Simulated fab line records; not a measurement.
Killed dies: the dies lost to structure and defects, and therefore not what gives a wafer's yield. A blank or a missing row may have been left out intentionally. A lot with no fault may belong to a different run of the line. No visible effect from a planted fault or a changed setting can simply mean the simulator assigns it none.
fab line records ; flow n5_finfet
[record] lots = 9; wafers = 27; last_day = 18
route steps=1938 shown BEOL_M3@949 BEOL_M4@1111
lots untouched by any fault: they come from a run of this same line in which no faults occurred
start_h: hours from the record's first day to the start of the lot's first wafer shown ; wait_h: time in hours since the lot's previous step ; " as in the row above ; L1.1+2: a single row standing in for several wafers ; - no value, or no start was given ; * or withheld: withheld ; < > ~ a bound
route shown NAME@n: a module of which the file shows steps, and the number in the route of the first ; usual: mean and standard deviation over wafers with no fault ; same: alike in all rows ; chamber/n: place in a boat ; sites: the reading at each site ; _std_site: the standard deviation of these ; _edge_site: mean of outer sites minus mean of inner sites ; radius_mm: for every site, how far away it sits from the centre of the wafer ; mask NAME#n: copy n ; behind: the most recent tool/chamber to have shaped the wafer ; hold: why the lot went on hold/how many hours it stayed there/how the hold came to an end ; device: whichever transistor did not switch (one of n, p or np) ; end of line: tests of these same wafers at the route's end ; a step without rows: its recipe alone ; killed: not the wafer's yield, but the dies lost to structure and defects at the first sort ; map: per-die view of a wafer (x killed, . not killed, _ where there is no die)
set.NAME: the setting the step ran with; set.NAME@STEP: the setting that earlier step ran with ; model.NAME: the simulator's own value behind a step, which no gauge read
one table for each step of the route and one row for each wafer, over a sample of lots
services: from which hour (start_h, from the record's first day; less than 0 if before it) a tool's chamber was out of use, for how many hours, and why
[[steps]]
[step N5_BEOL_M3_ETCH_63]
[recipe] chemistry = CF4; target = SiARC; target_depth_a = 156; mask_material = CAR-EUV; time_s = 26; ion_energy_ev = 80; pressure_mtorr = 40; source_w = 545; bias_w = 36; Ar_flow_sccm = 100; cf4_flow_sccm = 100; ends = cleared
[usual] drypump_motor_current_A = 5.7/0.4; etch_rf_on_time_s = 26.1/0.54; oes_product_au = 0.66/0.071; rf_vpp_V = 183.9/1.3; showerhead_plenum_p_Torr = 2.13/0.069; throttle_valve_pct = 15.64/0.23
lot.wafer;tool;chamber;start_h;wait_h;drypump_motor_current_A;etch_rf_on_time_s;oes_product_au;rf_hours_counter_h;rf_vpp_V;showerhead_plenum_p_Torr;throttle_valve_pct
L387.1;rie_diel-03;2;151.27;0.0;6.0;25.9;0.66;159;183.5;2.06;15.70
L387.4;rie_diel-03;0;151.27;0.0;5.9;26.5;0.74;44;182.9;2.09;15.32
L387.6;rie_diel-03;2;151.27;0.0;6.0;26.2;0.65;-;181.8;2.06;15.70
L389.2;rie_diel-03;0;179.45;0.0;5.9;26.7;0.72;53;183.1;2.08;15.36
L389.4;rie_diel-03;1;179.45;0.0;5.7;26.3;0.66;141;181.9;2.14;15.41
L389.5;rie_diel-03;0;179.45;0.0;5.9;26.8;0.72;-;185.5;2.08;15.34
L392.2;rie_diel-02;2;191.39;0.0;5.8;25.7;0.65;142;184.3;2.15;15.83
L392.3;rie_diel-02;3;191.39;0.0;4.9;25.1;0.64;205;181.7;2.04;16.01
L392.6;rie_diel-02;3;191.39;0.0;4.9;24.9;0.64;-;182.1;2.04;16.00
L393.3;rie_diel-03;2;195.97;0.0;6.0;25.9;0.65;171;183.0;2.06;15.73
L393.5;rie_diel-03;0;195.97;0.0;5.9;26.3;0.72;-;183.9;2.08;15.36
L393.6;rie_diel-03;3;195.97;0.0;5.5;25.9;0.61;-;186.8;2.22;15.70
L396.3;rie_diel-03;1;212.69;0.0;5.7;26.2;0.65;152;184.9;2.14;15.44
L396.4;rie_diel-03;2;212.69;0.0;6.0;26.1;0.64;175;181.6;2.06;15.73
L396.5;rie_diel-03;0;212.69;0.0;5.9;26.8;0.70;-;183.7;2.08;15.36
L401.4;rie_diel-03;2;233.50;0.0;6.0;26.2;0.64;182;183.9;2.05;15.75
L401.5;rie_diel-03;3;233.50;0.0;5.5;26.5;0.59;-;185.9;2.21;15.72
L401.6;rie_diel-03;2;233.50;0.0;6.0;26.1;0.64;-;181.5;2.05;15.73
L404.2;rie_diel-04;3;265.34;0.0;6.3;26.8;0.70;74;186.4;2.26;15.63
L404.3;rie_diel-04;0;265.34;0.0;5.5;26.5;0.58;242;181.5;2.02;15.87
L404.6;rie_diel-04;2;265.34;0.0;5.8;26.1;0.62;-;184.8;2.13;15.69
L406.1;rie_diel-04;2;268.96;0.0;5.8;26.3;0.60;190;184.5;2.13;15.70
L406.5;rie_diel-04;2;268.96;0.0;5.8;26.3;0.60;-;182.6;2.13;15.70
L406.6;rie_diel-04;1;268.96;0.0;5.2;26.8;0.82;-;184.4;2.19;15.25
L408.1;rie_diel-02;3;283.61;0.0;4.9;25.0;0.62;235;182.8;2.03;16.06
L408.2;rie_diel-02;0;283.61;0.0;5.7;26.2;0.78;28;183.9;2.17;15.30
L408.5;rie_diel-02;0;283.61;0.0;5.7;26.1;0.77;-;184.6;2.17;15.28
[step N5_BEOL_M3_CD_MEAS_28]
[recipe] target_cd_nm = 25.7; landing_energy_ev = 500; detector = se_inlens; target_cd_y_nm = 23.3; polarity = opening
[usual] cd_nm = 25.69/0.28
lot.wafer;tool;chamber;start_h;wait_h;cd_nm
L387.1;cd_sem-03;0;151.96;-;25.92
L387.4;cd_sem-03;0;151.96;-;25.49
L387.6;cd_sem-03;0;151.96;-;25.59
L389.2;cd_sem-03;0;180.24;-;25.85
L389.4;cd_sem-03;0;180.24;-;25.68
L389.5;cd_sem-03;0;180.24;-;25.98
L392.2;cd_sem-02;0;192.09;-;25.51
L392.3;cd_sem-02;0;192.09;-;25.51
L392.6;cd_sem-02;0;192.09;-;25.91
L393.3;cd_sem-03;0;196.66;-;25.54
L393.5;cd_sem-03;0;196.66;-;25.93
L393.6;cd_sem-03;0;196.66;-;25.39
L396.3;cd_sem-02;0;213.54;-;25.90
L396.4;cd_sem-02;0;213.54;-;25.92
L396.5;cd_sem-02;0;213.54;-;26.14
L401.4;cd_sem-01;0;234.33;-;25.18
L401.5;cd_sem-01;0;234.33;-;25.17
L401.6;cd_sem-01;0;234.33;-;25.56
L404.2;cd_sem-02;0;266.17;-;25.33
L404.3;cd_sem-02;0;266.17;-;25.84
L404.6;cd_sem-02;0;266.17;-;25.55
L406.1;cd_sem-02;0;269.67;-;25.41
L406.5;cd_sem-02;0;269.67;-;26.00
L406.6;cd_sem-02;0;269.67;-;25.68
L408.1;cd_sem-02;0;284.45;-;25.59
L408.2;cd_sem-02;0;284.45;-;25.73
L408.5;cd_sem-02;0;284.45;-;24.98
[step N5_BEOL_M3_ALD_98]
[recipe] material = SiO2; target_thk_a = 25; temp_c = 100; ald_precursor_family = BDEAS; ald_co_reactant = O2-plasma; pulse_time_s = 1; co_reactant_pulse_time_s = 1; purge_time_s = 2; co_reactant_purge_time_s = 2; ald_cycles = 17; pressure_torr = 2
[usual] ald_cycles = 17/0; heater_power_w = 78/6; precursor_pulse_height_rel = 1.000/0.018
lot.wafer;tool;chamber;start_h;wait_h;ald_cycles;heater_power_w;precursor_pulse_height_rel
L387.1;ald_sin-03;3;152.28;0.1;17;86;1.029
L387.4;ald_sin-03;3;152.28;0.1;17;86;0.988
L387.6;ald_sin-03;2;152.28;0.1;17;80;0.989
L389.2;ald_sin-03;1;180.67;0.2;17;75;0.994
L389.4;ald_sin-03;0;180.67;0.2;17;87;0.991
L389.5;ald_sin-03;3;180.67;0.2;17;85;1.016
L392.2;ald_sin-03;3;192.34;0.1;17;84;1.001
L392.3;ald_sin-03;1;192.34;0.1;16;75;1.016
L392.6;ald_sin-03;1;192.34;0.1;16;75;0.991
L393.3;ald_sin-03;1;196.96;0.1;16;74;0.968
L393.5;ald_sin-03;2;196.96;0.1;17;83;0.999
L393.6;ald_sin-03;3;196.96;0.1;16;86;1.027
L396.3;ald_sin-02;1;214.20;0.1;17;76;0.996
L396.4;ald_sin-02;3;214.20;0.1;17;72;1.020
L396.5;ald_sin-02;2;214.20;0.1;17;76;1.000
L401.4;ald_sin-04;1;234.90;0.4;17;73;1.007
L401.5;ald_sin-04;0;234.90;0.4;17;87;0.987
L401.6;ald_sin-04;1;234.90;0.4;17;71;1.008
L404.2;ald_sin-04;3;266.60;0.1;17;81;0.997
L404.3;ald_sin-04;2;266.60;0.1;17;80;1.023
L404.6;ald_sin-04;0;266.60;0.1;17;89;1.005
L406.1;ald_sin-02;0;270.12;0.2;17;77;1.049
L406.5;ald_sin-02;1;270.12;0.2;17;75;0.993
L406.6;ald_sin-02;2;270.12;0.2;17;75;0.970
L408.1;ald_sin-02;0;284.84;0.2;17;75;1.031
L408.2;ald_sin-02;1;284.84;0.2;17;74;0.979
L408.5;ald_sin-02;0;284.84;0.2;17;75;0.974
[step N5_BEOL_M3_TRENCH_ETCH_37]
[recipe] chemistry = C4F6/O2; target_depth_a = 555.55; target = SiOC; time_s = 29.2; ion_energy_ev = 250; pressure_mtorr = 30; source_w = 355; bias_w = 185; Ar_flow_sccm = 300; C4F6_flow_sccm = 10; O2_flow_sccm = 10
[usual] drypump_motor_current_A = 5.7/0.44; oes_product_au = 0.79/0.094; rf_vpp_V = 665/9.7; showerhead_plenum_p_Torr = 2.83/0.095; throttle_valve_pct = 20.93/0.21
lot.wafer;tool;chamber;start_h;wait_h;drypump_motor_current_A;oes_product_au;rf_hours_counter_h;rf_vpp_V;showerhead_plenum_p_Torr;throttle_valve_pct
L387.1;rie_diel-02;1;-;-;6.4;0.68;239;657;2.83;21.03
L387.4;rie_diel-02;3;-;-;4.9;0.74;194;663;2.70;21.10
L387.6;rie_diel-02;1;-;-;6.3;0.68;-;657;2.83;21.03
L389.2;rie_diel-03;3;-;-;5.5;0.71;185;656;2.94;20.83
L389.4;rie_diel-03;0;-;-;5.9;0.85;53;691;2.78;20.64
L389.5;rie_diel-03;2;-;-;6.0;0.76;-;665;2.72;20.88
L392.2;rie_diel-02;2;-;-;5.8;0.76;144;670;2.87;21.16
L392.3;rie_diel-02;3;-;-;4.9;0.73;207;664;2.69;21.13
L392.6;rie_diel-02;3;-;-;4.9;0.73;-;663;2.69;21.12
L393.3;rie_diel-03;1;-;-;5.7;0.77;151;682;2.86;20.73
L393.5;rie_diel-03;2;-;-;6.1;0.75;-;665;2.72;20.88
L393.6;rie_diel-03;1;-;-;5.7;0.77;-;682;2.86;20.74
L396.3;rie_diel-03;2;-;-;6.0;0.74;179;664;2.72;20.90
L396.4;rie_diel-03;0;-;-;5.9;0.83;65;691;2.77;20.67
L396.5;rie_diel-03;2;-;-;6.1;0.74;-;664;2.72;20.89
L401.4;rie_diel-04;3;-;-;6.3;0.83;-;656;3.01;20.95
L401.5;rie_diel-04;0;-;-;5.5;0.69;-;654;2.71;21.16
L401.6;rie_diel-04;2;-;-;5.8;0.72;-;652;2.84;20.93
L404.2;rie_diel-02;1;-;-;6.3;0.94;12;655;2.82;20.72
L404.3;rie_diel-02;2;-;-;5.8;0.75;167;668;2.86;21.23
L404.6;rie_diel-02;1;-;-;6.4;0.95;-;657;2.82;20.72
L406.1;rie_diel-04;3;-;-;6.3;0.82;76;655;3.01;20.98
L406.5;rie_diel-04;3;-;-;6.3;0.82;-;655;3.01;20.98
L406.6;rie_diel-04;0;-;-;5.5;0.68;-;653;2.71;21.19
L408.1;rie_diel-02;1;-;-;6.3;0.92;22;657;2.82;20.74
L408.2;rie_diel-02;0;-;-;5.7;0.89;35;671;2.89;20.62
L408.5;rie_diel-02;0;-;-;5.7;0.90;-;669;2.89;20.65
[step N5_BEOL_M4_RC_MEAS_101]
[usual] DIBL_N = 36.0/1.8; DIBL_P = 36.3/2.4; IOFF_N = 0.16/0.035; IOFF_P = 0.21/0.036; ION_N = 673/13; ION_P = 461/7.2; SS_N = 71.4/0.6; SS_P = 73.2/0.7; VT_N = 250/4; VT_P = -250.9/2.9
lot.wafer;tool;chamber;start_h;wait_h;DIBL_N[mV/V];DIBL_P[mV/V];IOFF_N[nA/um];IOFF_P[nA/um];ION_N[uA/um];ION_P[uA/um];SS_N[mV/dec];SS_P[mV/dec];VT_N[mV];VT_P[mV]
L387.1;prober-02;0;188.25;0.0;36.7;38.2;0.19;0.25;675;465;72.5;73.7;248;-248.4
L387.4;prober-02;0;188.25;0.0;34.7;33.9;0.14;0.17;666;457;72.2;72.5;250;-252.9
L387.6;prober-02;0;188.25;0.0;39.2;41.4;0.25;0.32;693;473;72.8;74.6;242;-245.7
L389.2;prober-02;0;195.12;0.2;34.3;33.5;0.16;0.21;678;463;70.8;73.2;246;-247.1
L389.4;prober-02;0;195.12;0.2;34.0;32.9;0.14;0.19;670;459;71.3;72.7;250;-249.6
L389.5;prober-02;0;195.12;0.2;32.7;30.7;0.12;0.16;653;461;71.3;72.2;252;-251.3
L392.2;prober-01;0;215.20;0.2;35.3;37.0;0.15;0.20;675;464;71.0;73.5;249;-252.4
L392.3;prober-01;0;215.20;0.2;35.7;36.7;0.15;0.20;666;459;71.3;73.3;253;-251.4
L392.6;prober-01;0;215.20;0.2;32.9;34.1;0.11;0.16;668;465;71.0;72.7;255;-253.0
L393.3;prober-02;0;223.76;0.3;36.7;37.7;0.18;0.24;675;466;71.9;74.2;250;-244.6
L393.5;prober-02;0;223.76;0.3;36.1;36.2;0.16;0.20;673;461;71.7;74.1;252;-250.6
L393.6;prober-02;0;223.76;0.3;37.2;37.3;0.17;0.22;670;464;72.3;74.1;252;-246.3
L396.3;prober-02;0;244.31;0.3;36.3;37.7;0.18;0.22;682;457;71.2;74.1;248;-251.5
L396.4;prober-02;0;244.31;0.3;34.5;34.6;0.15;0.18;671;456;70.8;72.5;248;-252.5
L396.5;prober-02;0;244.31;0.3;36.6;37.1;0.19;0.21;683;464;71.7;73.6;244;-253.3
L401.4;prober-02;0;264.83;0.5;37.1;38.8;0.18;0.21;677;459;71.9;73.7;249;-252.9
L401.5;prober-02;0;264.83;0.5;34.1;35.2;0.12;0.16;658;452;70.2;72.8;256;-257.1
L401.6;prober-02;0;264.83;0.5;35.4;36.9;0.13;0.17;653;448;71.9;72.6;256;-255.8
L404.2;prober-01;0;286.77;0.2;37.1;38.5;0.16;0.23;678;465;71.7;73.3;251;-248.7
L404.3;prober-01;0;286.77;0.2;35.1;35.2;0.12;0.20;664;463;71.3;72.1;257;-251.2
L404.6;prober-01;0;286.77;0.2;37.7;38.7;0.17;0.24;680;470;71.9;73.4;250;-249.4
L406.1;prober-02;0;286.98;0.0;36.0;35.9;0.15;0.20;675;461;71.1;74.0;252;-250.9
L406.5;prober-02;0;286.98;0.0;33.0;32.7;0.11;0.16;668;459;70.9;73.1;253;-252.0
L406.6;prober-02;0;286.98;0.0;37.4;36.6;0.16;0.21;667;457;71.4;73.7;253;-251.4
L408.1;prober-02;0;319.72;0.0;37.5;39.3;0.18;0.24;691;475;71.0;73.8;246;-246.5
L408.2;prober-02;0;319.72;0.0;37.7;39.7;0.18;0.25;680;471;72.0;74.1;247;-247.2
L408.5;prober-02;0;319.72;0.0;36.6;38.0;0.16;0.23;685;474;71.1;73.4;246;-248.1
[[services]]
tool;chamber;start_h;hours;kind
rie_diel-02;0;174.77;-;clean
rie_diel-02;0;174.77;-;consumable_replace:focus_ring
rie_diel-02;0;174.77;19.6;scheduled_down
rie_diel-02;0;174.77;19.6;vent_cycle
ald_sin-02;-;176.75;14.0;pm
rie_diel-04;0;176.83;7.2;repair
rie_diel-02;1;194.32;-;clean
rie_diel-02;1;194.32;-;consumable_replace:focus_ring
rie_diel-02;1;194.32;25.5;scheduled_down
rie_diel-02;1;194.32;25.5;vent_cycle
rie_diel-04;0;204.06;8.8;repair
rie_diel-04;1;225.88;-;clean
rie_diel-04;1;225.88;-;consumable_replace:focus_ring
rie_diel-04;1;225.88;31.8;scheduled_down
rie_diel-04;1;225.88;31.8;vent_cycle
ald_sin-02;0;240.32;5.2;repair
rie_diel-02;1;257.11;6.0;repair
ald_sin-02;-;264.22;0.4;repair
ald_sin-03;-;268.45;14.0;pm
ald_sin-03;0;268.45;14.0;vent_cycle
rie_diel-04;0;284.54;18.3;repair
rie_diel-02;3;293.80;6.4;repair
ald_sin-04;-;297.63;1.3;repair
ald_sin-04;-;299.72;0.4;repair
[[key]]
[first_sign] step = N5_BEOL_M3_ALD_98; reading = ald_cycles; direction = down; sigmas = 99+; usual = *; struck = *
effect none on later readings
met_at N5_BEOL_M3_ALD_98
struck_lots L392,L393
struck_wafers L392.3,L392.6,L393.3,L393.6
not_acting_at N5_BEOL_M3_ETCH_63,N5_BEOL_M3_CD_MEAS_28,N5_BEOL_M3_TRENCH_ETCH_37
onset_between 180.67 192.34
[fault] kind = process_parameter_drift; tool = ald_sin-03; chamber = -; onset_h = 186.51; steps = N5_BEOL_M3_ALD_98; channel = ald_cycles; offset = *; shape = step; end_h = 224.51; scope = struck_wafers_only; acts_in = *; stated = *
